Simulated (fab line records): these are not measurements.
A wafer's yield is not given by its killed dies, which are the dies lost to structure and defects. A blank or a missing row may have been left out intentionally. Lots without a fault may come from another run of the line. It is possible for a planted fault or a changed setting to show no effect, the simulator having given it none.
fab line records ; flow nandHarc
[record] lots = 13; wafers = 39; lastDay = 33
route steps=1302 shown A_ZERO_WELL@401 A_ONON_D1@436 A_CHANNEL_HOLE_D1@451 END@1302
lots with no fault: from the same line, run without faults
startH: hours from the record's first day to the start of the lot's first wafer shown ; waitH: hours elapsed since this lot's preceding step ; " unchanged from the row above ; L1.1+2: several wafers, shown together as one row ; - no value, or no start given ; * or withheld: withheld ; < > ~ a bound
route shown NAME@n: NAME is a module with steps in the file, n the number in the route of the first one ; usual: average and standard deviation across the fault-free wafers ; same: alike in all rows ; chamber/n: place in a boat ; sites: the reading at each site ; _std_site: how widely they spread, as a standard deviation ; _edge_site: inner sites' mean taken away from outer sites' mean ; radiusMm: for every site, how far away it sits from the centre of the wafer ; mask NAME#n: copy n ; behind: the tool/chamber that last shaped the wafer ; hold: cause of the lot's hold/its duration in hours/its outcome ; device: which transistor (n, p or np) failed to switch ; end of line: tests of these same wafers at the route's end ; a step given without rows: its recipe and nothing more ; killed: the dies lost at the first sort to structure and to defects; this is not the yield of the wafer ; map: dies across one wafer; x = killed, . = not, _ = none there
set.NAME: the run value of the setting; set.NAME@STEP: its run value at that earlier step ; model.NAME: the simulator's own value behind a step, which no gauge read
route steps across a sampled set of lots; one table per step, one row per wafer
services: from which hour (startH, from the record's first day; less than 0 if before it) a tool's chamber was out of use, for how many hours, and why
[[steps]]
[step NHARC_A_ZERO_WELL_CD_MEAS_10]
[recipe] targetCdNm = 2000; landingEnergyEv = 500
[usual] cdNm = 2000.1/1.9
lot.wafer;tool;chamber;startH;waitH;cdNm
L408.1;cdSem-02;0;147.81;-;1997.8
L408.2;cdSem-02;0;147.81;-;2000.3
L408.5;cdSem-02;0;147.81;-;2003.0
L409.2;cdSem-02;0;161.78;-;2000.8
L409.3;cdSem-02;0;161.78;-;1999.7
L409.5;cdSem-02;0;161.78;-;1998.9
L410.3;cdSem-02;0;162.84;-;2002.4
L410.4;cdSem-02;0;162.84;-;1997.8
L410.5;cdSem-02;0;162.84;-;1998.3
L412.1;cdSem-03;0;186.69;-;1998.1
L412.2;cdSem-03;0;186.69;-;1998.1
L412.4;cdSem-03;0;186.69;-;1999.1
L413.3;cdSem-01;0;200.20;-;2002.1
L413.4;cdSem-01;0;200.20;-;2002.2
L413.6;cdSem-01;0;200.20;-;1999.5
L414.1;cdSem-02;0;203.16;-;1999.2
L414.2;cdSem-02;0;203.16;-;2001.7
L414.5;cdSem-02;0;203.16;-;1997.2
L418.1;cdSem-03;0;249.61;-;2002.2
L418.3;cdSem-03;0;249.61;-;2002.3
L418.6;cdSem-03;0;249.61;-;1999.3
L419.4;cdSem-03;0;259.66;-;1998.0
L419.5;cdSem-03;0;259.66;-;1997.5
L419.6;cdSem-03;0;259.66;-;1999.7
L420.2;cdSem-03;0;263.24;-;1999.6
L420.3;cdSem-03;0;263.24;-;2000.5
L420.4;cdSem-03;0;263.24;-;2000.5
L424.1;cdSem-02;0;311.58;-;2002.4
L424.3;cdSem-02;0;311.58;-;1997.2
L424.5;cdSem-02;0;311.58;-;2000.7
L425.1;cdSem-03;0;313.45;-;2001.4
L425.3;cdSem-03;0;313.45;-;1998.0
L425.5;cdSem-03;0;313.45;-;1997.9
L428.4;cdSem-03;0;343.30;-;2002.2
L428.5;cdSem-03;0;343.30;-;2003.8
L428.6;cdSem-03;0;343.30;-;1999.9
L429.1;cdSem-02;0;356.32;-;2001.3
L429.3;cdSem-02;0;356.32;-;2001.2
L429.6;cdSem-02;0;356.32;-;2000.6
[step NHARC_A_ZERO_WELL_DESCUM_12]
[recipe] timeS = 3; o2FlowSccm = 200; arFlowSccm = 0; biasPowerW = 0; chemistry = O2
[usual] drypumpMotorCurrentA = 5.96/0.24; oesProductAu = 0.997/0.0094; rfVppV = 57.8/0.82; showerheadPlenumPTorr = 1.89/0.066; throttleValvePct = 11.312/0.0094
lot.wafer;tool;chamber;startH;waitH;drypumpMotorCurrentA;oesProductAu;rfHoursCounterH;rfVppV;showerheadPlenumPTorr;throttleValvePct
L408.1;rieDiel-05;2;147.98;-;5.85;0.992;13;58.1;1.89;11.299
L408.2;rieDiel-05;3;147.98;-;5.75;0.999;13;58.5;1.97;11.314
L408.5;rieDiel-05;2;147.98;-;5.83;0.995;-;56.7;1.89;11.315
L409.3;rieDiel-05;0;161.93;-;6.02;0.994;17;57.8;1.79;11.323
L409.2;rieDiel-05;2;161.93;-;5.83;0.996;17;56.4;1.88;11.320
L409.5;rieDiel-05;0;161.93;-;5.97;0.999;-;57.6;1.79;11.324
L410.4;rieDiel-05;3;163.00;-;5.73;1.000;16;57.5;1.97;11.305
L410.3;rieDiel-05;0;163.00;-;6.00;0.992;17;57.5;1.79;11.320
L410.5;rieDiel-05;3;163.00;-;5.75;0.997;-;57.1;1.97;11.323
L412.1;rieDiel-09;0;186.85;-;5.77;0.991;1;58.1;1.94;11.308
L412.2;rieDiel-09;1;186.85;-;6.24;0.990;1;57.3;1.85;11.310
L412.4;rieDiel-09;3;186.85;-;6.17;0.989;1;57.5;1.87;11.312
L413.3;rieDiel-12;1;200.37;-;6.55;0.994;33;57.2;1.91;11.297
L413.6;rieDiel-12;3;200.37;-;5.73;0.979;-;57.5;1.99;11.303
L413.4;rieDiel-12;2;200.37;-;5.08;0.990;-;56.4;1.78;11.310
L414.1;rieDiel-09;1;203.33;-;6.23;0.990;2;56.7;1.85;11.310
L414.2;rieDiel-09;2;203.33;-;5.77;0.996;2;59.0;1.85;11.310
L414.5;rieDiel-09;0;203.33;-;5.74;0.984;-;56.5;1.94;11.325
L418.1;rieDiel-05;1;249.78;-;6.18;0.980;1;59.0;2.02;11.294
L418.3;rieDiel-05;2;249.78;-;5.87;0.992;1;58.5;1.88;11.320
L418.6;rieDiel-05;3;249.78;-;5.74;0.993;-;58.0;1.97;11.298
L419.4;rieDiel-09;3;259.82;-;6.18;0.993;2;58.0;1.87;11.314
L419.6;rieDiel-09;1;259.82;-;6.26;1.003;-;60.1;1.85;11.306
L419.5;rieDiel-09;2;259.82;-;5.83;1.006;-;56.8;1.85;11.310
L420.3;rieDiel-09;3;263.40;-;6.15;1.002;2;56.9;1.87;11.319
L420.4;rieDiel-09;1;263.40;-;6.26;1.002;3;57.5;1.85;11.331
L420.2;rieDiel-09;2;263.40;-;5.77;1.005;3;57.7;1.85;11.309
L424.1;rieDiel-09;0;311.73;-;5.74;0.973;5;57.6;1.93;11.304
L424.3;rieDiel-09;3;311.73;-;6.20;0.997;4;56.8;1.87;11.310
L424.5;rieDiel-09;0;311.73;-;5.76;0.977;-;57.8;1.93;11.327
L425.1;rieDiel-09;2;313.61;-;5.79;1.019;5;57.7;1.85;11.325
L425.3;rieDiel-09;0;313.61;-;5.72;0.989;5;57.5;1.93;11.304
L425.5;rieDiel-09;3;313.61;-;6.19;0.993;-;56.4;1.87;11.313
L428.4;rieDiel-09;0;343.44;-;5.78;1.004;0;58.0;1.93;11.311
L428.6;rieDiel-09;0;343.44;-;5.78;1.000;-;57.2;1.93;11.306
L428.5;rieDiel-09;1;343.44;-;6.21;1.015;-;58.7;1.85;11.316
L429.3;rieDiel-09;3;356.49;-;6.18;0.997;1;57.3;1.87;11.312
L429.1;rieDiel-09;1;356.49;-;6.30;1.008;1;57.7;1.85;11.310
L429.6;rieDiel-09;3;356.49;-;6.18;1.017;-;57.6;1.87;11.315
[step NHARC_A_ONON_D1_DEP_16]
[recipe] targetThkA = 10000; n2FlowSccm = 2750; n2oFlowSccm = 2000; nh3FlowSccm = 500; sih4FlowSccm = 210; tempC = 400
lot.wafer;tool;chamber;startH;waitH
L408.1+2+5;pecvdOnon-01;0;180.45;0.1
L409.2+3+5;pecvdOnon-01;0;194.33;0.1
L410.3+4+5;pecvdOnon-01;0;194.74;0.5
L412.1+2+4;pecvdOnon-01;0;215.00;0.1
L414.1+2+5;pecvdOnon-01;0;233.03;0.1
L413.3+4+6;pecvdOnon-04;0;233.38;0.4
L418.1+3+6;pecvdOnon-04;0;281.90;0.1
L419.4+5+6;pecvdOnon-01;0;294.68;0.2
L420.2+3+4;pecvdOnon-03;0;298.09;0.1
L425.1+3+5;pecvdOnon-01;0;343.97;0.1
L424.1+3+5;pecvdOnon-04;0;343.99;0.1
L428.4+5+6;pecvdOnon-01;0;375.88;0.2
L429.1+3+6;pecvdOnon-01;0;389.85;0.1
[step NHARC_A_ONON_D1_THK_MEAS_18]
[recipe] thkMeasGauge = ellipsometry
[usual] thkNm = 1001/9.5
lot.wafer;tool;chamber;startH;waitH;thkNm
L408.1;filmMetro-01;-;180.97;-;1004
L408.2;filmMetro-01;-;180.97;-;1003
L408.5;filmMetro-01;-;180.97;-;1005
L409.2;filmMetro-01;-;194.78;-;998
L409.3;filmMetro-01;-;194.78;-;998
L409.5;filmMetro-01;-;194.78;-;999
L410.3;filmMetro-02;-;195.13;-;1015
L410.4;filmMetro-02;-;195.13;-;1015
L410.5;filmMetro-02;-;195.13;-;1013
L412.1;filmMetro-01;-;215.52;-;988
L412.2;filmMetro-01;-;215.52;-;989
L412.4;filmMetro-01;-;215.52;-;989
L414.1;filmMetro-01;-;233.54;-;1016
L414.2;filmMetro-01;-;233.54;-;1016
L414.5;filmMetro-01;-;233.54;-;1018
L413.3;filmMetro-02;-;233.78;-;1009
L413.4;filmMetro-02;-;233.78;-;1008
L413.6;filmMetro-02;-;233.78;-;1008
L418.1;filmMetro-01;-;282.41;-;1011
L418.3;filmMetro-01;-;282.41;-;1010
L418.6;filmMetro-01;-;282.41;-;1011
L419.4;filmMetro-02;-;295.02;-;998
L419.5;filmMetro-02;-;295.02;-;996
L419.6;filmMetro-02;-;295.02;-;998
L420.2;filmMetro-02;-;298.54;-;1002
L420.3;filmMetro-02;-;298.54;-;1003
L420.4;filmMetro-02;-;298.54;-;1000
L425.1;filmMetro-02;-;344.48;-;988
L425.3;filmMetro-02;-;344.48;-;988
L425.5;filmMetro-02;-;344.48;-;987
L424.1;filmMetro-01;-;344.50;-;1005
L424.3;filmMetro-01;-;344.50;-;1004
L424.5;filmMetro-01;-;344.50;-;1006
L428.4;filmMetro-01;-;376.22;-;680
L428.5;filmMetro-01;-;376.22;-;682
L428.6;filmMetro-01;-;376.22;-;681
L429.1;filmMetro-01;-;390.36;-;660
L429.3;filmMetro-01;-;390.36;-;661
L429.6;filmMetro-01;-;390.36;-;660
[step NHARC_A_CHANNEL_HOLE_D1_DEP_01]
[recipe] targetThkA = 1400; targetThkNm = 140; tempC = 400; pressureTorr = 3.5; flowSccm = 200; rfW = 350; material = SiON
[usual] heaterPowerW = 738/120
lot.wafer;tool;chamber;startH;waitH;heaterPowerW
L408.2;pecvd-04;1;186.01;1.3;765
L408.1;pecvd-04;2;186.01;1.3;740
L408.5;pecvd-04;0;186.01;1.3;724
L409.2;pecvd-01;1;206.48;1.3;1090
L409.3;pecvd-01;2;206.48;1.3;674
L409.5;pecvd-01;2;206.48;1.3;670
L410.3;pecvd-04;2;207.22;1.0;805
L410.5;pecvd-04;0;207.22;1.0;761
L410.4;pecvd-04;1;207.22;1.0;801
L412.2;pecvd-04;0;220.30;1.3;771
L412.1;pecvd-04;1;220.30;1.3;717
L412.4;pecvd-04;0;220.30;1.3;771
L414.2;pecvd-01;1;238.43;1.3;1002
L414.1;pecvd-01;2;238.43;1.3;691
L414.5;pecvd-01;2;238.43;1.3;690
L413.3;pecvd-04;1;239.63;1.0;698
L413.6;pecvd-04;0;239.63;1.0;651
L413.4;pecvd-04;2;239.63;1.0;809
L418.3;pecvd-02;2;287.21;1.0;540
L418.1;pecvd-02;0;287.21;1.0;680
L418.6;pecvd-02;2;287.21;1.0;555
L419.5;pecvd-01;1;300.81;0.4;1062
L419.4;pecvd-01;2;300.81;0.4;727
L419.6;pecvd-01;0;300.81;0.4;598
L420.3;pecvd-04;0;303.40;1.0;788
L420.2;pecvd-04;2;303.40;1.0;742
L420.4;pecvd-04;2;303.40;1.0;739
L425.1;pecvd-04;0;349.95;1.6;747
L425.3;pecvd-04;2;349.95;1.6;824
L425.5;pecvd-04;1;349.95;1.6;687
L424.3;pecvd-01;1;350.00;1.0;862
L424.1;pecvd-01;2;350.00;1.0;701
L424.5;pecvd-01;1;350.00;1.0;852
[step NHARC_END_SORT_01]
[recipe] tempC = 25
[usual] killedAtArray = 53/18; killedAtOther = 1.0/1.2; killedAtPeriphery = 3.6/2.4; killedDies = 58/18; killedOpen = 3.4/1.8; killedShort = 2.3/1.5
[same] grossDies = 677
lot.wafer;tool;chamber;startH;waitH;killedAtArray;killedAtOther;killedAtPeriphery;killedDies;killedOpen;killedShort
L429.1;prober-01;0;771.47;2.5;674;0;3;677;2;3
L429.3;prober-01;0;773.09;3.1;673;0;4;677;3;5
L429.6;prober-01;0;775.53;4.1;674;0;3;677;4;0
L428.4;prober-02;0;778.54;3.4;669;4;4;677;5;4
L428.5;prober-02;0;779.34;3.7;669;2;6;677;2;1
L428.6;prober-02;0;780.15;4.0;673;2;2;677;4;3
// killed by level:class
L429.1 A_ONON_D1:areaDep=617 A_SLIT:chamberFilmFlake=21 A_CHANNEL_HOLE_D2:chamberFilmFlake=18 A_CONTACT:chamberFilmFlake=12 A_CHANNEL_HOLE_D1:chamberFilmFlake=2 P_CONTACT:geometricParticle:short=1 P_M0:geometricParticle:open=1 P_M1:geometricParticle:open=1
L429.3 A_ONON_D1:areaDep=631 A_SLIT:chamberFilmFlake=14 A_CHANNEL_HOLE_D2:chamberFilmFlake=12 A_CONTACT:chamberFilmFlake=6 A_WL_FILL:geometricParticle:short=2 P_GATE:geometricParticle:open=1 P_CONTACT:geometricParticle:short=1 A_DECK1_JOINT:geometricParticle:short=1
L429.6 A_ONON_D1:areaDep=641 A_SLIT:chamberFilmFlake=17 A_CHANNEL_HOLE_D2:chamberFilmFlake=7 A_CONTACT:chamberFilmFlake=3 P_CONTACT:geometricParticle:open=1 A_ONON_D1:geometricParticle:open=1 A_ONON_D2:geometricParticle:open=1 A_CHANNEL_FILL_D2:geometricParticle:open=1
L428.4 A_ONON_D1:areaDep=601 A_SLIT:chamberFilmFlake=23 A_CHANNEL_HOLE_D1:chamberFilmFlake=9 A_CONTACT:chamberFilmFlake=8 A_STAIRCASE:chamberFilmFlake=4 THIN_TSV:chamberFilmFlake=4 A_M1:chamberFilmFlake=4 A_BONDPAD:chamberFilmFlake=3
L428.5 A_ONON_D1:areaDep=635 A_SLIT:chamberFilmFlake=14 A_CONTACT:chamberFilmFlake=6 A_CHANNEL_HOLE_D1:chamberFilmFlake=4 A_M1:chamberFilmFlake=4 P_GATE:chamberFilmFlake=3 A_ZERO_WELL:chamberFilmFlake=2 THIN_TSV:chamberFilmFlake=2
L428.6 A_ONON_D1:areaDep=619 A_SLIT:chamberFilmFlake=24 A_CONTACT:chamberFilmFlake=8 A_CHANNEL_HOLE_D1:chamberFilmFlake=5 A_STAIRCASE:chamberFilmFlake=4 A_CONTACT:geometricParticle:open=2 A_ZERO_WELL:chamberFilmFlake=2 A_BLC:chamberFilmFlake=2
[[services]]
tool;chamber;startH;hours;kind
pecvd-01;-;130.00;13.0;pm
pecvdOnon-04;-;130.10;13.0;pm
pecvd-04;-;133.32;1.2;repair
rieDiel-09;-;143.10;9.0;pm
rieDiel-12;2;144.60;1.7;repair
rieDiel-09;3;157.25;8.4;repair
rieDiel-12;1;162.17;1.2;repair
pecvdOnon-03;-;190.23;11.4;repair
pecvd-02;-;197.18;0.3;repair
rieDiel-09;3;202.07;18.0;repair
rieDiel-12;3;205.13;6.5;repair
pecvdOnon-03;-;227.00;13.0;pm
pecvd-02;-;227.18;13.0;pm
rieDiel-05;-;229.60;9.0;pm
pecvd-01;-;261.82;2.2;repair
pecvd-04;-;269.00;13.0;pm
pecvdOnon-01;-;269.52;13.0;pm
rieDiel-05;3;272.43;5.9;repair
rieDiel-05;0;283.35;2.7;repair
rieDiel-09;1;310.95;7.7;repair
pecvd-01;-;311.00;13.0;pm
pecvdOnon-04;-;311.10;13.0;pm
rieDiel-09;-;320.10;9.0;pm
rieDiel-05;3;321.50;4.2;repair
[[key]]
[firstSign] step = NHARC_A_ONON_D1_THK_MEAS_18; reading = thkNm; direction = down; sigmas = 35; usual = 1001; struck = 670
[effect] step = NHARC_END_SORT_01; reading = killedAtArray; direction = up; sigmas = 35; usual = 53; struck = 672
[moreKillsBornAt] NHARC_A_ONON_D1_DEP_16@pecvdOnon-01 = 3744
metAt NHARC_A_ONON_D1_DEP_16
struckLots L428,L429
laterRowsLeftOut L428.4,L428.5,L428.6,L429.1,L429.3,L429.6
testerLeftOut L428,L429
notActingAt NHARC_A_ZERO_WELL_CD_MEAS_10,NHARC_A_ZERO_WELL_DESCUM_12,NHARC_A_CHANNEL_HOLE_D1_DEP_01
onsetBetween 343.97 375.88
alsoFits time
[fault] kind = processParameterDrift; tool = pecvdOnon-01; chamber = -; onsetH = 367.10; steps = NHARC_A_ONON_D1_DEP_16; channel = targetThkA; offset = *; shape = step; endH = 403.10; actsIn = *; stated = *
// testerLeftOut: of these lots the tester's yield and bins aren't shown, on N5 and GAA mostly nor the transistor test; their killed dies are dies lost to structure and defects alone, not to doping, threshold or leakage, so they don't give the yield
// laterRowsLeftOut: the simulator's readings of these wafers behind a module that went badly wrong aren't trusted and aren't shown, but for the sort
